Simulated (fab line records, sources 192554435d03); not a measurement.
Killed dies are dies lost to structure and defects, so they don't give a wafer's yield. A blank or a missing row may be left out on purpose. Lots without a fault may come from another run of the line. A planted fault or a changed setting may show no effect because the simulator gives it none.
Split-lot experiment | flow n5_finfet | 7 lots, 39 wafers read, on a route of 1938 steps

THE SPLIT
At N5_MIM_TOP_SPUTTER_03 (material TiN, target thk 35 nm, time 89.7 s), the setting time_s was moved away from the recipe's 89.7 s on 15 of the 39 wafers read, by -45.6% to +37.3%. The other wafers ran this setting at the recipe's value.

The reading is taken at the split's own step.

THE READING
TiN_of_MIM_TOP_SPUTTER_03.thk_nm (the simulator's own value, which no gauge read), in nm, at N5_MIM_TOP_SPUTTER_03 (material TiN, target thk 35 nm, time 89.7 s). The file gives no usual value for it. The 24 wafers here that ran the recipe average 35.1 nm, standard deviation 0.26 nm.

wafer  | tool, chamber at the split | time_s as run, s | against the recipe | TiN_of_MIM_TOP_SPUTTER_03.thk_nm, nm | against lot-mates on the recipe
L075.1 | pvd_sputter-01, -          | 89.7             | recipe             | 35                                   | -
L075.4 | pvd_sputter-01, -          | 89.7             | recipe             | 35.2                                 | -
L075.5 | pvd_sputter-01, -          | 89.7             | recipe             | 34.6                                 | -
L077.1 | pvd_sputter-02, -          | 89.7             | recipe             | 34.6                                 | -
L077.3 | pvd_sputter-02, -          | 89.7             | recipe             | 34.6                                 | -
L077.2 | pvd_sputter-02, -          | 113.1            | +26.1%             | 43.8                                 | +9.1
L077.4 | pvd_sputter-02, -          | 113.1            | +26.1%             | 43.8                                 | +9.1
L077.6 | pvd_sputter-02, -          | 113.1            | +26.1%             | 43.8                                 | +9.1
L077.5 | pvd_sputter-02, -          | 89.7             | recipe             | 34.8                                 | -
L078.1 | pvd_sputter-03, -          | 89.7             | recipe             | 35.4                                 | -
L078.2 | pvd_sputter-03, -          | 89.7             | recipe             | 35.2                                 | -
L078.3 | pvd_sputter-03, -          | 89.7             | recipe             | 34.8                                 | -
L078.4 | pvd_sputter-03, -          | 89.7             | recipe             | 34.8                                 | -
L078.6 | pvd_sputter-03, -          | 89.7             | recipe             | 34.8                                 | -
L078.5 | pvd_sputter-03, -          | 89.7             | recipe             | 35                                   | -
L079.1 | pvd_sputter-03, -          | 66.38            | -26.0%             | 25.8                                 | -9.4
L079.2 | pvd_sputter-03, -          | 66.38            | -26.0%             | 26.4                                 | -8.8
L079.3 | pvd_sputter-03, -          | 89.7             | recipe             | 35                                   | -
L079.4 | pvd_sputter-03, -          | 66.38            | -26.0%             | 26.2                                 | -9.0
L079.5 | pvd_sputter-03, -          | 89.7             | recipe             | 35.2                                 | -
L079.6 | pvd_sputter-03, -          | 89.7             | recipe             | 35.4                                 | -
L085.1 | pvd_sputter-03, -          | 48.84            | -45.6%             | 18.8                                 | -16.5
L085.2 | pvd_sputter-03, -          | 48.84            | -45.6%             | 19.4                                 | -15.9
L085.3 | pvd_sputter-03, -          | 89.7             | recipe             | 35.2                                 | -
L085.6 | pvd_sputter-03, -          | 89.7             | recipe             | 35.2                                 | -
L085.4 | pvd_sputter-03, -          | 48.84            | -45.6%             | 19                                   | -16.3
L085.5 | pvd_sputter-03, -          | 89.7             | recipe             | 35.4                                 | -
L088.1 | pvd_sputter-01, -          | 123.2            | +37.3%             | 48                                   | +12.9
L088.2 | pvd_sputter-01, -          | 89.7             | recipe             | 35.4                                 | -
L088.3 | pvd_sputter-01, -          | 89.7             | recipe             | 35                                   | -
L088.6 | pvd_sputter-01, -          | 89.7             | recipe             | 35                                   | -
L088.4 | pvd_sputter-01, -          | 123.2            | +37.3%             | 48.6                                 | +13.5
L088.5 | pvd_sputter-01, -          | 123.2            | +37.3%             | 48.8                                 | +13.7
L091.1 | pvd_sputter-03, -          | 70.36            | -21.6%             | 27.8                                 | -7.5
L091.2 | pvd_sputter-03, -          | 89.7             | recipe             | 35.2                                 | -
L091.6 | pvd_sputter-03, -          | 89.7             | recipe             | 35.2                                 | -
L091.3 | pvd_sputter-03, -          | 70.36            | -21.6%             | 27.4                                 | -7.9
L091.4 | pvd_sputter-03, -          | 70.36            | -21.6%             | 27.6                                 | -7.7
L091.5 | pvd_sputter-03, -          | 89.7             | recipe             | 35.4                                 | -

THE FIT
A straight line over all 39 wafers: TiN_of_MIM_TOP_SPUTTER_03.thk_nm changes by +0.35 nm for each +1% of time_s; r = +1.00; the points scatter about the line by 0.3 nm.
The same after taking each lot's own level away (the mean of its wafers on the recipe; 39 wafers): +0.354 nm for each +1%; r = +1.00; scatter 0.22 nm.
On that fit, the largest move of time_s shifts the reading by 16 nm.
The lots' own levels span 34.67 to 35.27 nm, that is 2.3 times the standard deviation above.
So the lot-to-lot level changes the slope little: the two slopes agree.
Check: with one of the wafers moved furthest among these (-45.6%) left out of the fit, the line predicts -16.1 nm for it against its lot-mates. It came out at -16.5 nm against them.

OTHER SPLITS ON THESE WAFERS
These wafers also went through other splits before the reading. Each is held against what the fit with the lots' levels taken away leaves over:
other split on the same wafers   | wafers away from the commonest value | r with TiN_of_MIM_TOP_SPUTTER_03.thk_nm (lot level and that fit taken away)
N5_BEOL_M8_TRENCH_ETCH_37 time_s | 15                                   | +0.02
N5_BEOL_M13_ETCH_59 time_s       | 15                                   | -0.24

THE FILE'S OWN FIT
TiN_of_MIM_TOP_SPUTTER_03.thk_nm changes by +0.354 nm for each +1% of time_s, r = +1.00.
